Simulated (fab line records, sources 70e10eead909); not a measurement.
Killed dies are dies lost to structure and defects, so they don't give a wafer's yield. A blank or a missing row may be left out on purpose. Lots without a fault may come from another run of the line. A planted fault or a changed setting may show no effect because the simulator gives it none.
Chamber matching | flow nand_harc | NHARC_THIN_TSV_DESCUM_35 on rie_diel-12: 4 sister chambers
The step chemistry O2, time 3 s. 8 wafers are shown with their chamber, then 7 later ones without.

WAFERS WITH THEIR CHAMBER
wafer  | chamber | drypump_motor_current_A (A) | oes_product_au (a.u.)
L238.4 | 1       | 6.0                         | 1.001
L243.4 | 1       | 5.9                         | 0.975
L243.5 | 2       | 5.5                         | 0.986
L240.3 | 3       | 5.9                         | 0.989
L240.5 | 0       | 5.4                         | 1.005
L240.6 | 3       | 5.8                         | 0.996
L244.1 | 0       | 5.4                         | 1.010
L244.2 | 2       | 5.5                         | 1.012

WAFERS WITHOUT THEIR CHAMBER
wafer  | drypump_motor_current_A (A) | oes_product_au (a.u.)
L244.3 | 5.9                         | 1.006
L251.1 | 5.9                         | 1.000
L251.2 | 5.4                         | 0.995
L251.6 | 5.4                         | 0.992
L257.1 | 5.8                         | 1.000
L257.2 | 5.5                         | 1.000
L257.3 | 5.4                         | 1.001

WHICH CHAMBER EACH WENT THROUGH
wafer  | from the rows above     | in truth
L244.3 | can't be placed: 3 or 1 | 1
L251.1 | can't be placed: 3 or 1 | 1
L251.2 | can't be placed: 0 or 2 | 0
L251.6 | can't be placed: 0 or 2 | 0
L257.1 | can't be placed: 3 or 1 | 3
L257.2 | 2                       | 2
L257.3 | can't be placed: 0 or 2 | 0
Placed correctly: 1 of 7. Can't be placed from these rows: 6 (the true chamber is among the candidates in 6). Placed wrongly: 0.
How it was worked out, from the rows above alone: a wafer's distance from a chamber is the root of the sum, over the readings, of the square of ((its reading less the chamber's mean) divided by the reading's scatter). The wafer belongs to the nearest chamber; if the next one is less than 2 further off, it can't be placed. A chamber's mean is the mean of its shown wafers. The scatter: the root of (the sum of the squares of (reading less its chamber's mean) over the shown wafers, divided by (wafers less chambers)).
